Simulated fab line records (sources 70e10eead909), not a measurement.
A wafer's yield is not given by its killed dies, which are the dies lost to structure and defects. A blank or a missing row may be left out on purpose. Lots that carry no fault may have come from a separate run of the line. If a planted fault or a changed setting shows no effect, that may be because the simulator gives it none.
Chamber matching | flow nand_harc | cmp-02 running NHARC_A_BONDPAD_CMP_29: 4 sister chambers
The step polishes SiCN, target thk 200 nm. 8 wafers are shown with their chamber, then 7 later ones without.

WAFERS, EACH WITH ITS CHAMBER
wafer  | chamber | motor_current_A (A) | slurry_flow_ml_min
L551.1 | 2       | 10.6                | 150.3
L558.1 | 1       | 12.4                | 149.6
L558.4 | 0       | 11.1                | 149.9
L563.1 | 2       | 10.9                | 150.2
L563.3 | 3       | 13.9                | 150.4
L563.5 | 3       | 13.7                | 150.6
L565.1 | 0       | 10.8                | 150.3
L565.3 | 1       | 12.2                | 149.4

WAFERS WITH NO CHAMBER GIVEN
wafer  | motor_current_A (A) | slurry_flow_ml_min
L565.4 | 11.2                | 149.8
L568.1 | 10.0                | 149.8
L568.2 | 14.0                | 150.4
L568.6 | 10.8                | 150.4
L572.3 | 11.2                | 150.3
L572.4 | 13.4                | 149.8
L572.6 | 11.1                | 149.9

WHICH CHAMBER EACH ONE RAN IN
wafer  | from the rows above     | in truth
L565.4 | can't be placed: 0 or 2 | 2
L568.1 | can't be placed: 2 or 0 | 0
L568.2 | 3                       | 3
L568.6 | can't be placed: 2 or 0 | 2
L572.3 | can't be placed: 0 or 2 | 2
L572.4 | can't be placed: 3 or 1 | 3
L572.6 | can't be placed: 0 or 2 | 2
Correct placement for 1 of the 7. Can't be placed from these rows: 6 (the true chamber is among the candidates in 6). Placed wrongly: 0.
How it was worked out, from the rows above alone: a wafer's distance from a chamber is the root of the sum, over the readings, of the square of ((its reading less the chamber's mean) divided by the reading's scatter). If the next closest chamber is less than 2 further off than the closest, the wafer can't be placed; otherwise it belongs to the closest. Each chamber's mean is taken over the wafers shown for it. How the scatter is found: for the shown wafers, subtract from each reading the mean of its chamber, square and add these, divide the total by (wafers less chambers), then take the root.
